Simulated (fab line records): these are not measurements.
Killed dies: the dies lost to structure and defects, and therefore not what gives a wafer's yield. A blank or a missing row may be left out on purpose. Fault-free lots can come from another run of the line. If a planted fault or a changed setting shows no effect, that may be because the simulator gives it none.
Which of the tools did it?    flow n5Finfet    Sampling: 12 lots, 36 wafers, 6 of 1938 route steps

WHAT EACH GAUGE READ, for each wafer
N5_BEOL_M9_CD_MEAS_18: pitch 140 nm, target cd 70 nm.
lot   measured      on        cdNm (nm)
L076  day 10 14:53  cdSem-01  70.4 69.5 69.1
L078  day 10 20:01  cdSem-02  71.3 70.4 71.0
L081  day 11 07:53  cdSem-03  70.8 71.2 70.6
L079  day 12 02:14  cdSem-01  70.7 70.5 71.5
L084  day 13 01:28  cdSem-02  69.2 70.3 69.6
L086  day 13 02:48  cdSem-02  70.1 70.6 70.4
L085  day 13 05:20  cdSem-01  70.0 70.1 70.8
L087  day 13 14:50  cdSem-03  70.8 70.7 71.0
L091  day 14 04:53  cdSem-03  70.3 70.7 70.3
L093  day 15 09:16  cdSem-02  70.8 68.3 70.0
L094  day 16 00:22  cdSem-03  69.6 69.7 70.3
L095  day 16 20:29  cdSem-02  69.9 69.2 71.2

WHICH TOOL RAN EACH LOT (tool, then ch and the chambers of the sampled wafers, then the start)
lot   N5_BEOL_M8_ETCH_65                 N5_BEOL_M8_STRIP_36                N5_BEOL_M8_ANNEAL_51             N5_BEOL_M9_CURE_71            N5_BEOL_M9_ETCH_62
L076  rieDiel-05 ch 0,3, day 10 08:56    rieDiel-05 ch 0,3, day 10 09:07    rtpAnneal-02 ch 0, day 10 11:54  uvCure-02 ch 1, day 10 12:50  rieDiel-04 ch 0,2,3, day 10 14:30
L078  rieDiel-06 ch 0,1,2, day 10 13:16  rieDiel-06 ch 0,1,2, day 10 13:26  rtpAnneal-01 ch 0, day 10 17:04  uvCure-03 ch 1, day 10 18:03  rieDiel-03 ch 0,2,3, day 10 19:38
L081  rieDiel-05 ch 0,2,3, day 11 01:44  rieDiel-05 ch 0,2,3, day 11 01:55  rtpAnneal-01 ch 0, day 11 04:02  uvCure-03 ch 2, day 11 04:56  rieDiel-02 ch 2,3, day 11 07:31
L079  rieDiel-05 ch 1,2, day 11 18:26    rieDiel-05 ch 1,2, day 11 18:37    rtpAnneal-01 ch 0, day 11 20:17  uvCure-02 ch 2, day 11 21:08  rieDiel-02 ch 0,1, day 12 01:52
L084  rieDiel-01 ch 1,2,3, day 12 17:28  rieDiel-01 ch 1,2,3, day 12 17:39  rtpAnneal-01 ch 0, day 12 19:37  uvCure-03 ch 0, day 12 20:37  rieDiel-03 ch 0,2,3, day 13 01:05
L086  rieDiel-05 ch 0,1,3, day 12 20:31  rieDiel-05 ch 0,1,3, day 12 20:41  rtpAnneal-01 ch 0, day 12 23:34  uvCure-02 ch 1, day 13 00:29  rieDiel-04 ch 1,3, day 13 02:26
L085  rieDiel-06 ch 1,2, day 12 23:26    rieDiel-06 ch 1,2, day 12 23:37    rtpAnneal-02 ch 0, day 13 01:41  uvCure-02 ch 1, day 13 02:36  rieDiel-04 ch 0,1,3, day 13 04:52
L087  rieDiel-01 ch 2,3, day 13 08:28    rieDiel-01 ch 2,3, day 13 08:39    rtpAnneal-02 ch 0, day 13 12:19  uvCure-02 ch 2, day 13 13:13  rieDiel-02 ch 0,2,3, day 13 14:26
L091  rieDiel-05 ch 1,3, day 13 20:11    rieDiel-05 ch 1,3, day 13 20:22    rtpAnneal-01 ch 0, day 14 00:19  uvCure-02 ch 2, day 14 01:11  rieDiel-03 ch 1,2, day 14 04:23
L093  rieDiel-05 ch 0,1,2, day 15 03:38  rieDiel-05 ch 0,1,2, day 15 03:49  rtpAnneal-01 ch 0, day 15 05:41  uvCure-01 ch 1, day 15 06:35  rieDiel-03 ch 0,3, day 15 08:54
L094  rieDiel-01 ch 2,3, day 15 18:23    rieDiel-01 ch 2,3, day 15 18:34    rtpAnneal-01 ch 0, day 15 20:47  uvCure-03 ch 0, day 15 21:47  rieDiel-02 ch 0,2,3, day 15 23:57
L095  rieDiel-01 ch 0,2, day 16 12:47    rieDiel-01 ch 0,2, day 16 12:58    rtpAnneal-02 ch 0, day 16 16:13  uvCure-03 ch 0, day 16 17:04  rieDiel-04 ch 1,2,3, day 16 20:07
- N5_BEOL_M8_ETCH_65: etches SiARC in CF4, target depth 15.6 nm, time 26 s.
- N5_BEOL_M8_STRIP_36: strips in N2/H2.
- N5_BEOL_M8_ANNEAL_51: time 90 s.
- N5_BEOL_M9_CURE_71: cures SiCOH lowk, time 240 s.
- N5_BEOL_M9_ETCH_62: etches SOC in N2/H2, target depth 110 nm, overetch 22 nm, time 165 s.

THE ANSWER, worked out from the rows above alone
Rule: what is usual is taken from the lots themselves. The widest of any qualifying gaps counts: lots, ordered by their means at a reading, are off when they make up no more than a third of the lots, leave a main group of 4 or more, and stand apart from it by 3 or more times the standard deviation of that group's means. A main group is skipped when, at the precision printed for the reading in the tables above, its means are all equal. A lot without any number at a reading at which 4 lots or more have one is off too. Any other lot the step has rows for is counted as sound.
None of the lots is off at any reading shown; this tells nothing.

WHAT WAS PUT IN BY THE SIMULATOR
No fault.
